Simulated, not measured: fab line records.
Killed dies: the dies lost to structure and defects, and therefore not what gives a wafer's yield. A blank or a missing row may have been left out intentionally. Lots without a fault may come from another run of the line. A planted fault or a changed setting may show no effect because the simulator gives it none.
Which of the tools did it?	flow nand harc	11 lots, 33 wafers sampled, at 5 steps of a route of 1302

== WHAT THE GAUGES READ, wafer by wafer ==
NHARC_END_SORT_01. Usual: defect limited yield 92.0 %, standard deviation 2.8; killed at array 49, standard deviation 19; killed at other 0.9, standard deviation 1.1; killed at periphery 4.0, standard deviation 2.7; killed dies 54, standard deviation 19; killed open 3.3, standard deviation 1.8; killed short 2.6, standard deviation 1.6; sort_bin_2_pct 2.9 %, standard deviation 1.2; sort_bin_3_pct 0.5 %, standard deviation 0.36; sort_bin_4_pct 4.6 %, standard deviation 1.5; sort n pass 623, standard deviation 19; sort rim yield pct 91 %, standard deviation 4.7; sort yield pct 92.0 %, standard deviation 2.8.
lot	measured	on	defect limited yield (%)	killed at array	killed at other	killed at periphery	killed dies	killed open	killed short	sort_bin_2_pct (%)	sort_bin_3_pct (%)	sort_bin_4_pct (%)	sort n pass	sort rim yield pct (%)	sort yield pct (%)	flag
L984	day 27 22:02	prober-01	93.9 93.9 94.2	41 39 33	0 1 3	0 1 3	41 41 39	0 2 3	0 4 7	2.1 2.8 2.4	0.9 0.7 0.6	3.1 2.5 2.8	636 636 638	92 90 90	93.9 93.9 94.2	
L995	day 32 18:20	prober-01	90.8 89.8 93.6	55 63 39	1 1 1	6 5 3	62 69 43	3 4 2	5 2 2	2.8 3.0 2.2	0.4 0.1 0	5.9 7.1 4.1	615 608 634	92 93 88	90.8 89.8 93.6	

== WHAT TOOL EACH LOT RAN ON (gives the tool, then ch and the chambers of the sampled wafers, and finally the start) ==
lot	NHARC_A_BONDPAD_DESCUM_11	NHARC_A_BONDPAD_ANNEAL_28	NHARC_HYBRID_BOND_ACTIVATE_00	NHARC_THIN_TSV_DEP_43
L977	rie diel-12 ch 0,1,2, day 23 07:02	rtp anneal-02 ch 0, day 23 08:42	rie diel-01 ch 1,3, day 23 09:38	pecvd-04 ch 0,1,2, day 23 21:02
L978	rie diel-12 ch 0,1, day 23 23:04	rtp anneal-02 ch 0, day 24 00:53	rie diel-01 ch 1,2,3, day 24 01:43	pecvd-03 ch 0,1,2, day 24 14:14
L980	rie diel-12 ch 2,3, day 24 00:53	rtp anneal-01 ch 0, day 24 02:34	rie diel-13 ch 0,1,3, day 24 03:32	pecvd-01 ch 0,2, day 24 13:03
L976	rie diel-12 ch 0,2,3, day 24 01:52	rtp anneal-01 ch 0, day 24 03:38	rie diel-05 ch 1,2,3, day 24 04:29	pecvd-03 ch 0,2, day 24 15:31
L983	rie diel-04 ch 0,1,3, day 25 00:05	rtp anneal-01 ch 0, day 25 01:45	rie diel-01 ch 0,2,3, day 25 02:43	pecvd-04 ch 0,1,2, day 25 15:15
L982	rie diel-12 ch 0,2,3, day 25 04:17	rtp anneal-02 ch 0, day 25 06:01	rie diel-01 ch 0,1,3, day 25 06:56	pecvd-03 ch 0,1, day 25 17:37
L985	rie diel-12 ch 0,2,3, day 26 09:20	rtp anneal-01 ch 0, day 26 11:01	rie diel-13 ch 0,2, day 26 11:57	pecvd-04 ch 0,2, day 26 23:25
L984	rie diel-04 ch 0,1,3, day 26 12:41	rtp anneal-02 ch 0, day 26 14:21	rie diel-01 ch 0,2,3, day 26 15:19	pecvd-01 ch 0,1, day 27 06:10
L994	rie diel-12 ch 0,1,2, day 30 21:40	rtp anneal-02 ch 0, day 30 23:22	rie diel-01 ch 1,2,3, day 31 00:18	pecvd-04 ch 0,1,2, day 31 11:52
L995	rie diel-12 ch 0,3, day 31 07:01	rtp anneal-01 ch 0, day 31 08:47	rie diel-01 ch 1,2, day 31 09:56	pecvd-04 ch 0,1,2, day 32 01:44
L996	rie diel-12 ch 0,1,2, day 32 11:24	rtp anneal-01 ch 0, day 32 13:04	rie diel-13 ch 0,1,2, day 32 14:01	pecvd-01 ch 1,2, day 33 01:35
- NHARC_A_BONDPAD_DESCUM_11: chemistry O2, time 3 s.
- NHARC_A_BONDPAD_ANNEAL_28: time 90 s.
- NHARC_HYBRID_BOND_ACTIVATE_00: chemistry N2, time 60 s.
- NHARC_THIN_TSV_DEP_43: deposits SiO2, target thk 1328.5 nm.

== AS READ BY THE TOOLS THEMSELVES (means over the sampled wafers that have a number; for cases with no such wafer, the mark the record gives instead) ==
NHARC_A_BONDPAD_DESCUM_11. Usual: drypump motor current A 5.5 A, standard deviation 0.49; oes product au 1.003 a.u., standard deviation 0.0085; rf vpp V 57.9 V, standard deviation 0.96; showerhead plenum p Torr 1.94 Torr, standard deviation 0.078; throttle valve pct 11.310 %, standard deviation 0.0091.
lot	tool	drypump motor current A (A)	oes product au (a.u.)	rf vpp V (V)	showerhead plenum p Torr (Torr)	throttle valve pct (%)	flag
L977	rie diel-12	5.6	1.000	58.1	1.94	11.307	
L978	rie diel-12	5.2	0.993	59.3	1.97	11.312	
L980	rie diel-12	5.9	1.003	57.6	1.89	11.303	
L976	rie diel-12	5.5	1.004	57.7	1.95	11.313	
L983	rie diel-04	5.6	1.017	57.6	1.88	11.302	
L982	rie diel-12	5.5	0.995	58.1	1.95	11.307	
L985	rie diel-12	5.5	1.003	58.7	1.95	11.311	
L984	rie diel-04	5.6	1.008	58.2	1.88	11.310	
L994	rie diel-12	5.5	1.001	58.6	1.94	11.310	
L995	rie diel-12	5.1	1.013	58.5	2.01	11.303	
L996	rie diel-12	5.6	1.003	58.3	1.94	11.317	

NHARC_A_BONDPAD_ANNEAL_28. Usual: wafer_temp_C_max reads 225.93 (standard deviation 0.23).
lot	tool	wafer_temp_C_max	flag
L977	rtp anneal-02	226.02	
L978	rtp anneal-02	226.03	
L980	rtp anneal-01	225.97	
L976	rtp anneal-01	225.92	
L983	rtp anneal-01	225.82	
L982	rtp anneal-02	226.08	
L985	rtp anneal-01	225.76	
L984	rtp anneal-02	226.26	
L994	rtp anneal-02	226.07	
L995	rtp anneal-01	225.97	
L996	rtp anneal-01	226.01	

NHARC_HYBRID_BOND_ACTIVATE_00. Usual: drypump motor current A 5.7 A, standard deviation 0.5; n2 flow sccm 200.0 sccm, standard deviation 0.54; oes product au 1.003 a.u., standard deviation 0.011; rf vpp V 63.9 V, standard deviation 0.87; showerhead plenum p Torr 1.74 Torr, standard deviation 0.077.
lot	tool	drypump motor current A (A)	n2 flow sccm (sccm)	oes product au (a.u.)	rf vpp V (V)	showerhead plenum p Torr (Torr)	flag
L977	rie diel-01	5.7	199.9	1.004	64.7	1.76	
L978	rie diel-01	5.6	199.7	1.003	63.2	1.71	
L980	rie diel-13	6.0	200.7	1.000	63.9	1.72	
L976	rie diel-05	6.0	199.7	0.989	63.3	1.78	
L983	rie diel-01	5.4	199.8	1.004	64.0	1.74	
L982	rie diel-01	5.8	200.2	1.005	64.0	1.75	
L985	rie diel-13	5.7	200.6	0.986	64.2	1.79	
L984	rie diel-01	5.3	200.5	1.001	64.2	1.74	
L994	rie diel-01	5.6	200.0	0.997	63.5	1.71	
L995	rie diel-01	6.1	199.7	1.000	63.8	1.67	
L996	rie diel-13	6.0	200.3	0.993	63.3	1.78	

NHARC_THIN_TSV_DEP_43. Usual: flow sccm 2649 sccm, standard deviation 7.6; rf fwd power W 898.0 W, standard deviation 2.6; throttle valve pct 15.9 %, standard deviation 0.82.
lot	tool	flow sccm (sccm)	rf fwd power W (W)	throttle valve pct (%)	flag
L977	pecvd-04	2649	900.6	16.5	
L978	pecvd-03	2653	900.5	15.9	
L980	pecvd-01	2649	898.5	14.8	
L976	pecvd-03	2648	895.4	15.8	
L983	pecvd-04	2654	897.8	16.6	
L982	pecvd-03	2649	899.1	15.9	
L985	pecvd-04	2651	899.1	17.2	
L984	pecvd-01	2653	899.9	15.3	
L994	pecvd-04	2651	1040.2	16.5	OFF
L995	pecvd-04	2648	1042.5	16.6	OFF
L996	pecvd-01	2650	897.7	14.8	

== THE ANSWER, worked out from the rows above alone ==
Rule: a lot is off if the mean of its wafers that have a number lies more than 3 standard deviations from the usual mean. A lot without any number at a reading at which 4 lots or more have one is off too. Any other lot the step has rows for is counted as sound. First the gauges in route order, then the tools' own readings, where a lot's mean is used as printed above. The first step at which some lot is off is used, and at that step the reading that is off furthest; a lot without a number counts as furthest.
Off: L994, L995, at NHARC_THIN_TSV_DEP_43 (rf fwd power W).
If a tool, at that step or one of the process steps before it, ran each lot that is off and ran no sound lot following the first of them, it fits. Can't be told from this: 2 tools fit, rie diel-01 at NHARC_HYBRID_BOND_ACTIVATE_00, pecvd-04 at NHARC_THIN_TSV_DEP_43.

== WHAT THE SIMULATOR HAD PUT IN ==
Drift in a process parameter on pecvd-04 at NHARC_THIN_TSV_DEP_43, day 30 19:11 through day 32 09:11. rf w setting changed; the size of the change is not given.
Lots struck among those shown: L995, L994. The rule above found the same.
